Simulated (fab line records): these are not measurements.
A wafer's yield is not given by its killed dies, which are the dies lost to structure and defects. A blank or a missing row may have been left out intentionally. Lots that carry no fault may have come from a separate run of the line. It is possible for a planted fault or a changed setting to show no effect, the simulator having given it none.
Problem report, 8D (eight disciplines) form, completed by code | flow nand harc | the parts of the form that need people (team, actions taken, sign-off) are left out

1. THE PROBLEM
NHARC_A_SIN_REMOVE_INSPECT_04, raw defect count: mean 1023 over 1 wafer from 1 lot; wafers with no fault: 301, standard deviation 85. Relative to the usual mean, that is a shift of +8.5 standard deviations.
First observed at day 16 23:31: wafer L243.4, on defect inspect-01. The record holds 15 wafers of 5 lots with a number at this step. Rule for "out", or "out of limits": more than 4 standard deviations from the usual mean. Any other wafer with a number is counted as sound.

2. WHAT IT IS, WHAT IT ISN'T
question                    | is                | is not
which readings at this step | raw defect count  | -
which lots                  | L243              | L242, L252, L256, L257
which wafers of those lots  | L243.4            | L243.3, L243.6
read on which gauges        | defect inspect-01 | defect inspect-02
when                        | from day 16 23:31 | up to then (5 sound wafers); but 9 sound wafers of L252, L256, L257 came after

3. SUSPECTS, AND WHAT RULES EACH OUT
Counting: any tool at a process step up to the reading remains a suspect provided it ran every lot that is out. Sound lots after the first of them don't rule it out here, since some wafers of a struck lot are sound.
- the gauge at NHARC_A_SIN_REMOVE_INSPECT_04: ruled out. All the wafers that are out were read on defect inspect-01, but those of them that NHARC_END_SORT_01 has rows for are out there too, on other tools.
- rie diel-04 at NHARC_A_SLIT_ETCH_24 (etches the open film in CF4/CHF3, target depth 121 nm, time 60.5 s): kept. The lot that is out, L243, ran on it at day 16 11:43; the last sound lot it ran before that was L242, at day 15 08:19.
- rie diel-04 at NHARC_A_SLIT_ETCH_15 (etches the open film in O2/COS, target depth 3200 nm, time 832 s): kept. The lot that is out, L243, ran on it at day 16 13:42; the last sound lot it ran before that was L242, at day 15 09:22. NHARC_A_SLIT_ETCH_15: start missing for some lots; hours and lot order therefore follow NHARC_A_SLIT_ETCH_17.
- har etch-02 at NHARC_A_SLIT_ETCH_17 (etches the open film in C4F8/O2/Ar, time 1687.5 s, target depth 10100 nm): kept. The lot that is out, L243, ran on it at day 16 13:42; the last sound lot it ran before that was L242, at day 15 09:22.
- rie diel-07 at NHARC_A_SLIT_ETCH_29 (etches the open film in CF4/O2, target depth 100 nm, overetch 10 nm, time 55 s): kept. It ran the lot that is out, L243 (day 16 15:18).
- wet bench-01 at NHARC_A_SIN_REMOVE_PRECLEAN_01 (cleans in SC1): kept. The lot that is out, L243, ran on it at day 16 23:20; the last sound lot it ran before that was L242, at day 15 19:13.
- Within rie diel-04 at NHARC_A_SLIT_ETCH_24: the wafers that are out ran in chamber 0; their sound lot-mates ran in chamber 1.
- In rie diel-04 at NHARC_A_SLIT_ETCH_15, the wafers that are out were processed in chamber 0 and their sound lot-mates in chambers 1, 2.
- Within har etch-02 at NHARC_A_SLIT_ETCH_17: the wafers that are out ran in chamber 0; their sound lot-mates ran in chamber 1.
Left after counting: rie diel-04 at NHARC_A_SLIT_ETCH_24, rie diel-04 at NHARC_A_SLIT_ETCH_15, har etch-02 at NHARC_A_SLIT_ETCH_17, rie diel-07 at NHARC_A_SLIT_ETCH_29, wet bench-01 at NHARC_A_SIN_REMOVE_PRECLEAN_01.

4. THE CAUSE (what the simulator had put in)
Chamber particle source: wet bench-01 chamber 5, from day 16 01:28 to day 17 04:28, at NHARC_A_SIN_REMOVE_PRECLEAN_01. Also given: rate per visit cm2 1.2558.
After counting, 5 suspects remain, this tool included.

5. THE EFFECT CHAIN, in route order
Each row: a reading whose mean over the struck wafers that have a number lies more than 3 standard deviations from the usual. Only readings for which the record gives a usual standard deviation are gone through. hours: the time from each lot's start at the first step in this table that gives one to its start at this step, as a median over the lots. sigmas: the change in usual standard deviations.
hours | step                          | reading          | usual | on struck wafers | change | sigmas
0     | NHARC_A_SIN_REMOVE_INSPECT_04 | raw defect count | 301   | 1023             | +722   | +8.5
130   | NHARC_END_SORT_01             | killed at array  | 29    | 117              | +88    | +10
130   | NHARC_END_SORT_01             | killed dies      | 33    | 118              | +85    | +9.4

6. WHAT WOULD HAVE CAUGHT IT SOONER
22 hours passed between the start of the fault at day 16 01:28 and the first reading out of limits at a measuring or inspecting step in this record, taken at day 16 23:31.
By day 16 23:31 the whole set of lots that are out, 1 in number, had already begun NHARC_A_SIN_REMOVE_PRECLEAN_01 on wet bench-01. Holding the tool at that point would not have protected any of them.
